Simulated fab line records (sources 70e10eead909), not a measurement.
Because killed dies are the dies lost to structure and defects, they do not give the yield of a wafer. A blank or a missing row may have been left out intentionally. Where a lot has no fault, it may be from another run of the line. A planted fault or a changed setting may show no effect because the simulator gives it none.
Chamber matching :: flow nand-harc :: 4 sister chambers for NHARC_P_GATE_DESCUM_48 on rie-diel-07
The step chemistry O2, time 3 s. 30 wafers are shown with their chamber, then 12 later ones without.

## WAFERS, EACH WITH ITS CHAMBER
wafer: L076.1
chamber: 3
drypump-motor-current-A (A): 6.0
oes-product-au (a.u.): 0.998
rf-vpp-V (V): 56.7

wafer: L076.2
chamber: 0
drypump-motor-current-A (A): 6.2
oes-product-au (a.u.): 0.995
rf-vpp-V (V): 59.3

wafer: L076.3
chamber: 2
drypump-motor-current-A (A): 5.4
oes-product-au (a.u.): 1.005
rf-vpp-V (V): 57.5

wafer: L078.2
chamber: 1
drypump-motor-current-A (A): 5.5
oes-product-au (a.u.): 0.999
rf-vpp-V (V): 57.1

wafer: L078.3
chamber: 2
drypump-motor-current-A (A): 5.4
oes-product-au (a.u.): 1.001
rf-vpp-V (V): 59.1

wafer: L078.5
chamber: 3
drypump-motor-current-A (A): 6.0
oes-product-au (a.u.): 1.007
rf-vpp-V (V): 57.1

wafer: L079.2
chamber: 0
drypump-motor-current-A (A): 6.3
oes-product-au (a.u.): 0.998
rf-vpp-V (V): 57.4

wafer: L079.3
chamber: 3
drypump-motor-current-A (A): 6.0
oes-product-au (a.u.): 1.007
rf-vpp-V (V): 56.4

wafer: L079.5
chamber: 1
drypump-motor-current-A (A): 5.6
oes-product-au (a.u.): 0.999
rf-vpp-V (V): 57.8

wafer: L080.1
chamber: 3
drypump-motor-current-A (A): 6.0
oes-product-au (a.u.): 1.009
rf-vpp-V (V): 57.1

wafer: L080.2
chamber: 2
drypump-motor-current-A (A): 5.4
oes-product-au (a.u.): 0.997
rf-vpp-V (V): 57.6

wafer: L080.5
chamber: 2
drypump-motor-current-A (A): 5.4
oes-product-au (a.u.): 1.008
rf-vpp-V (V): 58.1

wafer: L081.1
chamber: 1
drypump-motor-current-A (A): 5.5
oes-product-au (a.u.): 0.995
rf-vpp-V (V): 57.9

wafer: L081.2
chamber: 2
drypump-motor-current-A (A): 5.4
oes-product-au (a.u.): 1.000
rf-vpp-V (V): 56.3

wafer: L081.5
chamber: 2
drypump-motor-current-A (A): 5.4
oes-product-au (a.u.): 0.995
rf-vpp-V (V): 56.8

wafer: L081.3
chamber: 3
drypump-motor-current-A (A): 6.0
oes-product-au (a.u.): 1.002
rf-vpp-V (V): 56.5

wafer: L081.4
chamber: 0
drypump-motor-current-A (A): 6.3
oes-product-au (a.u.): 0.995
rf-vpp-V (V): 57.7

wafer: L081.6
chamber: 3
drypump-motor-current-A (A): 6.0
oes-product-au (a.u.): 1.015
rf-vpp-V (V): 58.5

wafer: L086.2
chamber: 1
drypump-motor-current-A (A): 5.6
oes-product-au (a.u.): 0.996
rf-vpp-V (V): 58.0

wafer: L086.4
chamber: 2
drypump-motor-current-A (A): 5.4
oes-product-au (a.u.): 0.989
rf-vpp-V (V): 57.8

wafer: L086.5
chamber: 1
drypump-motor-current-A (A): 5.6
oes-product-au (a.u.): 0.990
rf-vpp-V (V): 58.0

wafer: L087.2
chamber: 2
drypump-motor-current-A (A): 5.4
oes-product-au (a.u.): 1.007
rf-vpp-V (V): 57.7

wafer: L087.3
chamber: 3
drypump-motor-current-A (A): 6.0
oes-product-au (a.u.): 1.020
rf-vpp-V (V): 58.9

wafer: L087.4
chamber: 0
drypump-motor-current-A (A): 6.2
oes-product-au (a.u.): 1.007
rf-vpp-V (V): 58.9

wafer: L087.1
chamber: 1
drypump-motor-current-A (A): 5.6
oes-product-au (a.u.): 0.990
rf-vpp-V (V): 57.4

wafer: L087.5
chamber: 0
drypump-motor-current-A (A): 6.3
oes-product-au (a.u.): 0.997
rf-vpp-V (V): 58.4

wafer: L087.6
chamber: 3
drypump-motor-current-A (A): 6.0
oes-product-au (a.u.): 1.006
rf-vpp-V (V): 57.6

wafer: L089.1
chamber: 0
drypump-motor-current-A (A): 6.2
oes-product-au (a.u.): 1.009
rf-vpp-V (V): 57.8

wafer: L089.3
chamber: 3
drypump-motor-current-A (A): 6.0
oes-product-au (a.u.): 1.017
rf-vpp-V (V): 56.3

wafer: L089.4
chamber: 0
drypump-motor-current-A (A): 6.2
oes-product-au (a.u.): 1.007
rf-vpp-V (V): 58.4

SIGNATURES (means of the wafers above)
reading: drypump-motor-current-A
chamber 0: 6.243
chamber 1: 5.567
chamber 2: 5.400
chamber 3: 6.000
scatter within a chamber: 0.0342

reading: oes-product-au
chamber 0: 1.00114
chamber 1: 0.99483
chamber 2: 1.00025
chamber 3: 1.00900
scatter within a chamber: 0.00625

reading: rf-vpp-V
chamber 0: 58.271
chamber 1: 57.700
chamber 2: 57.612
chamber 3: 57.233
scatter within a chamber: 0.767
Rule: for each reading, subtract the chamber's mean from the wafer's reading, divide by that reading's scatter and square the result; add these up over the readings and take the root, which gives the wafer's distance from the chamber. The wafer belongs to the nearest chamber; if the next one is less than 2 further off, it can't be placed. The scatter is the square root of a quotient: the sum, over the shown wafers, of each reading's squared deviation from its chamber's mean, divided by wafers minus chambers.

## WAFERS WHOSE CHAMBER IS MISSING
wafer: L090.4
drypump-motor-current-A (A): 6.3
oes-product-au (a.u.): 0.996
rf-vpp-V (V): 57.5

wafer: L090.5
drypump-motor-current-A (A): 5.4
oes-product-au (a.u.): 1.011
rf-vpp-V (V): 57.3

wafer: L090.6
drypump-motor-current-A (A): 6.3
oes-product-au (a.u.): 0.996
rf-vpp-V (V): 56.7

wafer: L095.2
drypump-motor-current-A (A): 5.4
oes-product-au (a.u.): 1.005
rf-vpp-V (V): 56.0

wafer: L095.3
drypump-motor-current-A (A): 6.3
oes-product-au (a.u.): 0.997
rf-vpp-V (V): 58.5

wafer: L095.6
drypump-motor-current-A (A): 6.3
oes-product-au (a.u.): 0.999
rf-vpp-V (V): 57.5

wafer: L095.1
drypump-motor-current-A (A): 6.0
oes-product-au (a.u.): 1.022
rf-vpp-V (V): 56.3

wafer: L095.4
drypump-motor-current-A (A): 5.4
oes-product-au (a.u.): 1.003
rf-vpp-V (V): 55.8

wafer: L095.5
drypump-motor-current-A (A): 6.0
oes-product-au (a.u.): 1.004
rf-vpp-V (V): 58.4

wafer: L096.1
drypump-motor-current-A (A): 6.0
oes-product-au (a.u.): 1.015
rf-vpp-V (V): 57.6

wafer: L096.5
drypump-motor-current-A (A): 6.3
oes-product-au (a.u.): 1.002
rf-vpp-V (V): 59.0

wafer: L096.6
drypump-motor-current-A (A): 5.6
oes-product-au (a.u.): 1.007
rf-vpp-V (V): 57.9

## WHICH CHAMBER EACH ONE RAN IN
wafer: L090.4
from the rows above: 0
in truth: 0

wafer: L090.5
from the rows above: 2
in truth: 2

wafer: L090.6
from the rows above: 0
in truth: 0

wafer: L095.2
from the rows above: 2
in truth: 2

wafer: L095.3
from the rows above: 0
in truth: 0

wafer: L095.6
from the rows above: 0
in truth: 0

wafer: L095.1
from the rows above: 3
in truth: 3

wafer: L095.4
from the rows above: 2
in truth: 2

wafer: L095.5
from the rows above: 3
in truth: 3

wafer: L096.1
from the rows above: 3
in truth: 3

wafer: L096.5
from the rows above: 0
in truth: 0

wafer: L096.6
from the rows above: 1
in truth: 1
Correctly placed: 12 of 12. From these rows, 0 cannot be placed. Placed wrongly: 0.
